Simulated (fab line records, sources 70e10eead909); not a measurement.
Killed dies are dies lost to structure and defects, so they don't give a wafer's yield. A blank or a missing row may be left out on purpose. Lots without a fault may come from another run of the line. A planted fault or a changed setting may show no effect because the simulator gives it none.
Which tool did it? | flow nand_harc | 7 lots, 21 wafers sampled, at 4 steps of a route of 1159

WHAT THE GAUGES READ, wafer by wafer
NHARC_A_SOURCE_PLATE_INSPECT_08.
lot  | measured     | on                | raw_defect_count
L254 | day 8 00:36  | defect_inspect-02 | 92 54 68
L257 | day 8 12:23  | defect_inspect-02 | 60 62 79
L260 | day 9 04:32  | defect_inspect-01 | 74 72 53
L264 | day 10 05:03 | defect_inspect-02 | 90 75 86
L271 | day 11 21:37 | defect_inspect-01 | 43 56 54
L272 | day 12 07:27 | defect_inspect-02 | 86 79 81
L275 | day 13 00:17 | defect_inspect-01 | 78 43 60

WHICH TOOL RAN EACH LOT (tool, then ch and the chambers of the sampled wafers, then the start)
lot  | NHARC_P_BONDPAD_PVD_17                  | NHARC_P_BONDPAD_CMP_19        | NHARC_A_ZERO_WELL_IMPLANT_15
L254 | pvd_sputter-03, day 7 00:51 or earlier  | cmp-01 ch 0,2, day 7 00:51    | implanter-02 ch 0, day 7 03:31
L257 | pvd_sputter-03, day 7 13:43 or earlier  | cmp-04 ch 0,1,3, day 7 13:43  | implanter-01 ch 0, day 7 16:21
L260 | pvd_sputter-02, day 8 04:45 or earlier  | cmp-01 ch 0,1,3, day 8 04:45  | implanter-02 ch 0, day 8 07:21
L264 | pvd_sputter-02, day 9 04:46 or earlier  | cmp-04 ch 0,1,2, day 9 04:46  | implanter-01 ch 0, day 9 07:34
L271 | pvd_sputter-02, day 10 22:08 or earlier | cmp-02 ch 1,2,3, day 10 22:08 | implanter-02 ch 0, day 11 00:55
L272 | pvd_sputter-02, day 11 06:52 or earlier | cmp-04 ch 0,2,3, day 11 06:52 | implanter-02 ch 0, day 11 09:32
L275 | pvd_sputter-02, day 12 03:31 or earlier | cmp-04 ch 0,3, day 12 03:31   | implanter-02 ch 0, day 12 06:11
- NHARC_P_BONDPAD_PVD_17: deposits TaN, target thk 5 nm, time 8.06 s.
- NHARC_P_BONDPAD_CMP_19: polishes, t overpolish 30 s, cu recess touch 16 s, target thk 160.81 nm.
- NHARC_A_ZERO_WELL_IMPLANT_15

THE ANSWER, worked out from the rows above alone
Rule: what is usual is taken from the lots themselves. Put in order of their means at a reading, lots are off if they are a third of the lots or fewer, leave a main group of 4 or more, and stand apart from it by a gap of 3 or more times the standard deviation of the main group's means; of several such gaps the widest counts. A main group whose means are all the same, to the digits that the tables above print for the reading, isn't used. A lot without any number at a reading at which 4 lots or more have one is off too. The other lots that the step has rows for count as sound.
No lot is off at any reading shown: from this, nothing can be told.

WHAT THE SIMULATOR HAD PUT IN
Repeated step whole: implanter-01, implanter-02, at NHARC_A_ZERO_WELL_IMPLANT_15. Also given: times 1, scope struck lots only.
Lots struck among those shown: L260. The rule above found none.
